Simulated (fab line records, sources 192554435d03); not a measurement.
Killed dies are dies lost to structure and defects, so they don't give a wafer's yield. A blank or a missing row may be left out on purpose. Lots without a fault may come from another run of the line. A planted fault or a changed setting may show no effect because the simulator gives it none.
Chamber matching | flow n5_finfet | N5_BEOL_M0_SAQP_PECVD_97 on pecvd-01: 3 sister chambers
The step deposits SiNx from SiH4/NH3/N2, target thk 23 nm, time 19.9 s. 3 wafers are shown with their chamber, then 8 later ones without.

WAFERS WITH THEIR CHAMBER
wafer  | chamber | throttle_valve_pct (%)
L083.1 | 2       | 41.6
L088.5 | 1       | 40.1
L092.2 | 0       | 43.7

WAFERS WITHOUT THEIR CHAMBER
wafer  | throttle_valve_pct (%)
L092.4 | 43.5
L092.5 | 42.0
L094.2 | 39.8
L094.4 | 39.9
L094.6 | 43.7
L096.1 | 42.1
L096.5 | 43.5
L096.6 | 41.9

WHICH CHAMBER EACH WENT THROUGH
wafer  | from the rows above | in truth
L092.4 | 0                   | 0
L092.5 | 2                   | 2
L094.2 | 1                   | 1
L094.4 | 1                   | 1
L094.6 | 0                   | 0
L096.1 | 2                   | 2
L096.5 | 0                   | 0
L096.6 | 2                   | 2
Placed correctly: 8 of 8. Can't be placed from these rows: 0. Placed wrongly: 0.
How it was worked out, from the rows above alone: a wafer's distance from a chamber is the root of the sum, over the readings, of the square of ((its reading less the chamber's mean) divided by the reading's scatter). The wafer belongs to the nearest chamber; if the next one is less than 2 further off, it can't be placed. A chamber's mean is the mean of its shown wafers. The scatter: with one shown wafer a chamber, the root of the mean of the squares of how far each hidden wafer lies from its nearest shown one.
